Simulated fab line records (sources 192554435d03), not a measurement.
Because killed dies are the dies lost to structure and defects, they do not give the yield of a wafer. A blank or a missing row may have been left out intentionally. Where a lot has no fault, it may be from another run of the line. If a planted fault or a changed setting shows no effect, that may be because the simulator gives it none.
fab line records    flow n5-finfet
[record] lots = 10  wafers = 30  last-day = 20
route steps=1938 shown BEOL_M6@1197 BEOL_M7@1263 PASSIVATION@1936
lots with no fault: from the same line, run without faults
start-h: the number of hours between the record's first day and the start of the first shown wafer of the lot    wait-h: how many hours have passed since the lot's step before this one    " unchanged from the row above    L1.1+2: several wafers, shown together as one row    - value missing, or start not given    * or withheld: withheld    < > ~ a bound
route shown NAME@n: a module of which the file shows steps, and the number in the route of the first    usual: the fault-free wafers' mean and standard deviation    same: alike in all rows    chamber/n: place in a boat    sites: readings site by site    _std_site: standard deviation of those values    _edge_site: inner sites' mean taken away from outer sites' mean    radius-mm: how far each site lies from the wafer's centre    mask NAME#n: copy n    behind: the tool/chamber that last shaped the wafer    hold: why the lot was held/for how many hours/how that ended    device: which transistor (n, p or np) failed to switch    end of line: the same wafers' tests at the end of the route    where a step has no rows: the recipe by itself    killed: not the wafer's yield, but the dies lost to structure and defects at the first sort    map: a wafer's dies, x killed, . not, _ none there
set.NAME: the setting the step ran with; set.NAME@STEP: the setting that earlier step ran with    model.NAME: the simulator's own value behind a step, which no gauge read
route steps across a sampled set of lots; one table per step, one row per wafer
services: a tool's chamber out of use, with start hour (start-h, from the record's first day; less than 0 if before it), hours out, and reason
[[steps]]
[step N5_BEOL_M6_PECVD_70]
[recipe] material = SiO2  target-thk-a = 200  temp-c = 400  precursor = TEOS/O2  pressure-torr = 5.5  rf-w = 450  teos-flow-sccm = 53.8  gas = O2  flow-sccm = 3000  time-s = 22.7
[usual] heater-power-w = 759/90  showerhead-plenum-p-Torr = 8.76/0.057  throttle-valve-pct = 22.7/1.2
lot.wafer  tool      chamber  start-h  wait-h  heater-power-w  showerhead-plenum-p-Torr  since-wet-clean-h  throttle-valve-pct
L816.3     pecvd-02  1        214.23   0.1     682             8.77                      -                  22.8
L816.4     "         0        "        "       832             8.88                      -                  23.9
L816.5     "         0        "        "       844             8.88                      -                  23.9
L817.1     pecvd-01  1        238.19   0.0     664             8.74                      1848               22.7
L817.5     "         0        "        "       837             8.71                      -                  23.4
L817.6     "         1        "        "       691             8.75                      -                  23.0
L822.3     pecvd-01  2        262.92   0.0     782             8.85                      394                21.0
L822.5     "         2        "        "       779             8.82                      -                  21.1
L822.6     "         0        "        "       919             8.73                      -                  23.2
L823.1     pecvd-02  1        290.26   0.0     692             8.76                      2082               22.7
L823.3     "         2        "        "       679             8.71                      603                20.8
L823.5     "         0        "        "       807             8.88                      -                  24.3
L824.3     pecvd-01  1        302.14   0.0     737             8.75                      1912               23.1
L824.5     "         0        "        "       894             8.70                      -                  23.2
L824.6     "         2        "        "       713             8.81                      -                  21.3
L825.3     pecvd-01  0        307.37   0.0     756             8.70                      1193               23.3
L825.4     "         0        "        "       779             8.69                      -                  23.5
L825.6     "         2        "        "       843             8.83                      -                  21.2
L828.1     pecvd-01  1        311.92   0.0     695             8.74                      1922               22.8
L828.3     "         2        "        "       818             8.86                      443                21.3
L828.6     "         2        "        "       836             8.82                      -                  21.1
L831.2     pecvd-02  2        340.07   0.0     789             8.70                      652                20.8
L831.4     "         2        "        "       829             8.73                      -                  21.0
L831.6     "         1        "        "       688             8.75                      -                  22.6
L835.2     pecvd-04  1        343.24   0.0     653             8.74                      1591               24.9
L835.3     "         2        "        "       910             8.67                      112                21.6
L835.6     "         2        "        "       880             8.66                      -                  21.2
L837.1     pecvd-02  1        376.30   0.0     598             8.74                      2168               22.5
L837.2     "         0        "        "       869             8.88                      1443               24.0
L837.4     "         1        "        "       596             8.76                      -                  22.6
[step N5_BEOL_M6_TRENCH_ETCH_37]
[recipe] chemistry = C4F6/O2  target-depth-a = 944.35  target = SiCOH_lowk  time-s = 31.5  ion-energy-ev = 250  pressure-mtorr = 30  source-w = 345  bias-w = 185  Ar_flow_sccm = 300  C4F6_flow_sccm = 10  O2_flow_sccm = 10
[usual] drypump-motor-current-A = 5.6/0.38  oes-product-au = 0.82/0.08  rf-vpp-V = 669/18  showerhead-plenum-p-Torr = 2.90/0.066  throttle-valve-pct = 20.7/0.37
lot.wafer  tool         chamber  start-h  wait-h  drypump-motor-current-A  oes-product-au  rf-hours-counter-h  rf-vpp-V  showerhead-plenum-p-Torr  throttle-valve-pct
L816.3     rie-diel-04  1        -        -       6.2                      0.73            212                 662       2.96                      21.5
L816.4     "            2        "        "       5.9                      0.71            214                 671       2.83                      21.0
L816.5     "            3        "        "       5.5                      0.89            -                   701       2.91                      20.5
L817.1     rie-diel-06  3        -        -       4.9                      0.68            229                 661       2.71                      20.9
L817.5     "            1        "        "       5.6                      0.78            -                   673       2.86                      21.0
L817.6     "            2        "        "       5.6                      0.92            -                   639       2.91                      20.4
L822.3     rie-diel-04  0        -        -       6.1                      0.88            55                  675       2.89                      20.4
L822.5     "            2        "        "       5.9                      0.70            -                   671       2.82                      21.1
L822.6     "            3        "        "       5.5                      0.86            -                   701       2.90                      20.5
L823.1     rie-diel-06  1        -        -       5.5                      0.77            121                 672       2.85                      21.1
L823.3     "            3        "        "       5.0                      0.67            247                 661       2.70                      20.9
L823.5     "            2        "        "       5.7                      0.89            -                   637       2.90                      20.5
L824.3     rie-diel-06  0        -        -       5.2                      0.87            48                  684       2.87                      20.2
L824.5     "            0        "        "       5.2                      0.87            -                   683       2.87                      20.2
L824.6     "            1        "        "       5.5                      0.77            -                   672       2.85                      21.1
L825.3     rie-diel-06  0        -        -       5.2                      0.86            49                  682       2.87                      20.2
L825.4     "            0        "        "       5.2                      0.86            -                   683       2.86                      20.2
L825.6     "            1        "        "       5.6                      0.77            -                   674       2.85                      21.1
L828.1     rie-diel-01  2        -        -       5.9                      0.76            111                 653       2.95                      20.5
L828.3     "            0        "        "       5.9                      0.82            68                  666       3.02                      20.6
L828.6     "            0        "        "       5.9                      0.82            -                   664       3.02                      20.6
L831.2     rie-diel-01  0        -        -       5.9                      0.82            78                  667       3.02                      20.6
L831.4     "            3        "        "       5.3                      0.83            86                  644       2.89                      20.8
L831.6     "            1        "        "       5.3                      1.01            -                   666       2.92                      20.8
L835.2     rie-diel-04  1        -        -       6.2                      0.69            248                 662       2.94                      21.5
L835.3     "            3        "        "       5.5                      0.82            65                  700       2.89                      20.6
L835.6     "            3        "        "       5.4                      0.82            -                   700       2.89                      20.6
L837.1     rie-diel-06  2        -        -       5.6                      0.84            63                  636       2.88                      20.5
L837.2     "            3        "        "       4.9                      0.89            23                  671       3.03                      20.7
L837.4     "            0        "        "       5.2                      0.83            75                  683       2.85                      20.2
[step N5_BEOL_M6_SURFACE_TREAT_79]
[recipe] gas = Ar  time-s = *  ion-energy-ev = *  ion-current-ma-cm2 = 0.5  pressure-mtorr = *  ar-flow-sccm = 30
[usual] ar-flow-sccm = 30.01/0.087  throttle-valve-pct = *
lot.wafer  tool            chamber  start-h  wait-h  ar-flow-sccm  throttle-valve-pct
L816.3     pvd-sputter-02  -        222.96   0.2     30.03         *
L816.4     "               -        "        "       29.94         *
L816.5     "               -        "        "       30.01         *
L817.1     pvd-sputter-03  -        245.54   0.2     29.97         *
L817.5     "               -        "        "       29.96         *
L817.6     "               -        "        "       29.91         *
L822.3     pvd-sputter-03  -        270.12   0.2     29.90         *
L822.5     "               -        "        "       29.93         *
L822.6     "               -        "        "       30.15         *
L823.1     pvd-sputter-01  -        295.63   0.2     30.13         *
L823.3     "               -        "        "       30.04         *
L823.5     "               -        "        "       30.09         *
L824.3     pvd-sputter-01  -        309.30   1.0     30.03         *
L824.5     "               -        "        "       29.90         *
L824.6     "               -        "        "       29.98         *
L825.3     pvd-sputter-03  -        312.24   1.3     29.92         *
L825.4     "               -        "        "       30.11         *
L825.6     "               -        "        "       29.89         *
L828.1     pvd-sputter-03  -        317.87   0.2     29.83         *
L828.3     "               -        "        "       29.89         *
L828.6     "               -        "        "       29.99         *
L831.2     pvd-sputter-01  -        343.54   0.2     29.95         *
L831.4     "               -        "        "       29.94         *
L831.6     "               -        "        "       30.00         *
L835.2     pvd-sputter-03  -        347.40   0.2     29.78         *
L835.3     "               -        "        "       29.96         *
L835.6     "               -        "        "       29.88         *
L837.1     pvd-sputter-01  -        383.49   0.2     30.03         *
L837.2     "               -        "        "       30.06         *
L837.4     "               -        "        "       30.00         *
[step N5_BEOL_M6_CMP_52]
[recipe] stop-on = SiCOH_lowk  t-overpolish-s = 6.9  down-force-psi = 1  platen-rpm = 50  clearing-platen-down-force-psi = 1.5  clearing-platen-rpm = 50  post-cmp-clean = cu-alkaline  target-thk-nm = 80  clearing-platen-pad-velocity-m-s = 0.99484  pad-velocity-m-s = 0.99484
[usual] barrier-field-endpoint-s = 29.0/0.85  clearing-platen-down-force-psi = 1.500/0.0032  motor-current-A = 5.8/0.44  slurry-flow-ml-min = 149.9/0.46
lot.wafer  tool    chamber  start-h  wait-h  barrier-field-endpoint-s  clearing-platen-down-force-psi  motor-current-A  slurry-flow-ml-min
L816.4     cmp-01  3        223.64   0.1     30.4                      1.501                           6.4              149.1
L816.3     "       2        "        "       29.6                      1.497                           5.2              150.2
L816.5     "       3        "        "       29.9                      1.503                           6.2              150.1
L817.1     cmp-04  1        246.38   0.3     29.5                      1.500                           5.2              150.0
L817.5     "       0        "        "       29.3                      1.501                           5.2              150.4
L817.6     "       1        "        "       29.7                      1.500                           5.4              150.4
L822.3     cmp-02  3        270.98   0.3     27.6                      1.499                           6.7              149.9
L822.6     "       2        "        "       29.9                      1.500                           6.1              151.1
L822.5     "       3        "        "       27.8                      1.500                           6.4              150.0
L823.3     cmp-04  0        297.49   0.2     29.0                      1.505                           5.2              150.7
L823.1     "       3        "        "       28.2                      1.495                           5.9              150.0
L823.5     "       1        "        "       30.2                      1.498                           5.1              149.9
L824.3     cmp-04  1        310.11   0.2     29.5                      1.503                           5.6              150.1
L824.6     "       0        "        "       29.7                      1.498                           5.6              149.6
L824.5     "       1        "        "       29.8                      1.504                           5.3              149.8
L825.3     cmp-04  3        313.38   0.2     30.2                      1.499                           5.8              148.9
L825.4     "       1        "        "       24.6                      1.502                           5.5              149.8
L825.6     "       3        "        "       23.2                      1.502                           6.0              149.2
L828.1     cmp-04  3        319.09   0.6     29.3                      1.500                           5.9              150.1
L828.3     "       0        "        "       29.4                      1.500                           5.3              150.2
L828.6     "       2        "        "       22.7                      1.506                           5.7              149.8
L831.2     cmp-02  0        345.43   0.3     28.0                      1.508                           6.6              149.5
L831.4     "       1        "        "       29.0                      1.505                           5.7              150.0
L831.6     "       2        "        "       29.3                      1.496                           6.1              150.2
L835.3     cmp-04  0        348.17   0.3     29.3                      1.498                           5.5              149.2
L835.2     "       1        "        "       31.0                      1.508                           5.5              150.7
L835.6     "       3        "        "       30.0                      1.496                           5.8              149.5
L837.1     cmp-02  2        384.65   0.3     30.1                      1.500                           6.3              150.4
L837.4     "       3        "        "       28.3                      1.502                           6.6              149.7
L837.2     "       0        "        "       29.5                      1.495                           6.6              149.9
[step N5_BEOL_M7_ILD_DEP_00]
[recipe] material = SiCOH_lowk  target-thk-a = 1797.5  temp-c = 300  precursor = DEMS/porogen  pressure-torr = 5  rf-w = 500  time-s = 33.4
[usual] heater-power-w = 339/56  showerhead-plenum-p-Torr = 5.733/0.014  throttle-valve-pct = 13.8/0.77
lot.wafer  tool      chamber  start-h  wait-h  heater-power-w  showerhead-plenum-p-Torr  since-wet-clean-h  throttle-valve-pct
L816.3     pecvd-02  0        224.15   0.1     385             5.783                     -                  14.7
L816.4     "         1        "        "       294             5.737                     -                  13.9
L816.5     "         0        "        "       397             5.765                     -                  15.0
L817.1     pecvd-02  2        246.83   0.0     322             5.736                     559                12.8
L817.5     "         0        "        "       318             5.764                     -                  15.0
L817.6     "         1        "        "       245             5.726                     -                  14.1
L822.3     pecvd-03  1        271.43   0.0     269             5.721                     1700               13.2
L822.5     "         2        "        "       358             5.731                     -                  13.3
L822.6     "         1        "        "       276             5.719                     -                  13.4
L823.1     pecvd-02  1        297.97   0.0     266             5.728                     2089               14.1
L823.3     "         0        "        "       353             5.753                     1364               14.5
L823.5     "         0        "        "       362             5.744                     -                  14.9
L824.3     pecvd-03  2        310.58   0.0     444             5.752                     260                13.3
L824.5     "         2        "        "       359             5.736                     -                  13.4
L824.6     "         1        "        "       309             5.728                     -                  13.5
L825.3     pecvd-03  2        313.83   0.0     441             5.725                     264                13.5
L825.4     "         1        "        "       272             5.725                     -                  13.1
L825.6     "         0        "        "       341             5.721                     -                  13.5
L828.1     pecvd-02  1        319.52   0.0     257             5.727                     2111               13.7
L828.3     "         2        "        "       361             5.735                     632                12.8
L828.6     "         2        "        "       350             5.736                     -                  12.9
L831.2     pecvd-04  1        345.84   0.0     276             5.735                     1593               15.6
L831.4     "         1        "        "       277             5.745                     -                  15.6
L831.6     "         1        "        "       276             5.732                     -                  15.4
L835.2     pecvd-03  2        348.58   0.0     441             5.726                     298                13.3
L835.3     "         0        "        "       340             5.728                     1052               13.6
L835.6     "         2        "        "       443             5.739                     -                  13.1
L837.1     pecvd-03  2        385.14   0.0     395             5.747                     335                13.3
L837.2     "         0        "        "       354             5.721                     1089               13.7
L837.4     "         0        "        "       366             5.743                     -                  13.6
[step N5_PASSIVATION_PROBE_49]
[usual] defect-limited-yield = 91.3/1.4  killed_at_M0_to_M3 = 34/10  killed_at_M4_up = 14/5.5  killed-at-contacts = 12/6  killed-at-front-end = 40/10  killed-at-other = 3.0/2.4  killed-dies = 103/17  killed-open = 68/13  killed-short = 34/7.8  sort_bin_5_function = 5.1/0.97  sort_bin_6_memory = 3.3/0.66  sort_bin_8_speed = 0.02/0.12  sort-n-pass = 1077/17  sort-yield-pct = 91.2/1.4
[same] gross-dies = 1180  killed-at-back-side = 0  sort_bin_4_leakage[%] = 0
lot.wafer  tool       chamber  start-h  wait-h  defect-limited-yield[%]  killed_at_M0_to_M3  killed_at_M4_up  killed-at-contacts  killed-at-front-end  killed-at-other  killed-dies  killed-open  killed-short  sort_bin_5_function[%]  sort_bin_6_memory[%]  sort_bin_8_speed[%]  sort-n-pass  sort-yield-pct[%]
L823.1     prober-02  -        378.47   0.0     92.7                     26                  11               11                  34                   4                86           56           27            3.4                     3.6                   0                    1094         92.7
L823.3     prober-02  -        378.57   0.1     93.6                     23                  13               7                   33                   0                76           42           34            3.9                     2.1                   0                    1104         93.6
L823.5     prober-02  -        378.67   0.2     91.1                     42                  9                10                  41                   3                105          60           44            5.4                     3.1                   0                    1075         91.1
// killed by level:class
L823.1 STI_FIN_REVEAL:geometric-particle:open=14 BEOL_M2:geometric-particle:open=8 MOL_CONTACT_COAG:geometric-particle:open=6 BEOL_M0_SAQP:geometric-particle:short=6 MOL_CONTACT_COAG:geometric-particle:short=5 BEOL_M4:geometric-particle:open=5 GATE_CUT:geometric-particle:short=4 STARTING-WAFER:geometric-particle:open=4
L823.3 GATE_CUT:geometric-particle:short=6 MOL_CONTACT_COAG:geometric-particle:open=6 BEOL_M4:geometric-particle:open=6 STARTING-WAFER:geometric-particle:short=6 STI_FIN_REVEAL:geometric-particle:open=5 BEOL_M0_SAQP:geometric-particle:open=5 BEOL_M2:geometric-particle:short=5 STARTING-WAFER:geometric-particle:open=5
L823.5 FIN_SAQP:geometric-particle:short=14 BEOL_M2:geometric-particle:open=12 MOL_CONTACT_COAG:geometric-particle:open=9 BEOL_M0_SAQP:geometric-particle:short=9 BEOL_M3:geometric-particle:open=8 FIN_SAQP:geometric-particle:open=6 STI_FIN_REVEAL:geometric-particle:open=5 STARTING-WAFER:geometric-particle:short=5
[[services]]
tool            chamber  start-h  hours  kind
rie-diel-01     -        202.64   0.5    repair
pecvd-01        -        203.81   0.8    pm
cmp-01          -        212.85   1.8    repair
pecvd-01        -        218.69   0.9    repair
cmp-02          -        228.00   4.7    repair
rie-diel-01     -        252.18   2.8    pm
cmp-01          -        268.68   3.5    pm
pecvd-04        -        288.42   33.3   repair
cmp-02          -        293.20   6.2    repair
pecvd-02        -        297.46   0.3    repair
cmp-02          -        315.41   6.9    repair
pecvd-04        -        328.99   0.3    repair
rie-diel-04     1        338.83   3.5    repair
pecvd-04        0        344.54   23.9   repair
pvd-sputter-01  -        344.74   1.6    repair
pecvd-03        2        344.90   2.2    repair
cmp-04          -        350.63   4.0    pm
rie-diel-06     1        354.22   10.2   repair
rie-diel-01     0        354.91   5.7    repair
cmp-04          -        364.37   3.9    pm
pecvd-02        -        369.11   3.9    repair
cmp-02          -        373.95   0.8    repair
pvd-sputter-03  -        378.22   3.7    repair
pecvd-04        -        382.97   0.7    repair
[[key]]
[first-sign] step = N5_BEOL_M6_CMP_52  reading = barrier-field-endpoint-s  direction = down  sigmas = 6.5  usual = 29.0  struck = 23.5
effect none on later readings
met-at N5_BEOL_M6_PECVD_70
struck-lots L825,L828
struck-wafers L825.4,L825.6,L828.6
not-acting-at N5_BEOL_M6_TRENCH_ETCH_37,N5_BEOL_M6_SURFACE_TREAT_79,N5_BEOL_M7_ILD_DEP_00
onset-between 302.14 307.37
[fault] kind = process-parameter-drift  tool = pecvd-01  chamber = -  onset-h = 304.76  steps = N5_BEOL_M6_PECVD_70  channel = time-s  offset = *  shape = step  end-h = 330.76  scope = struck-wafers-only  acts-in = *  stated = *
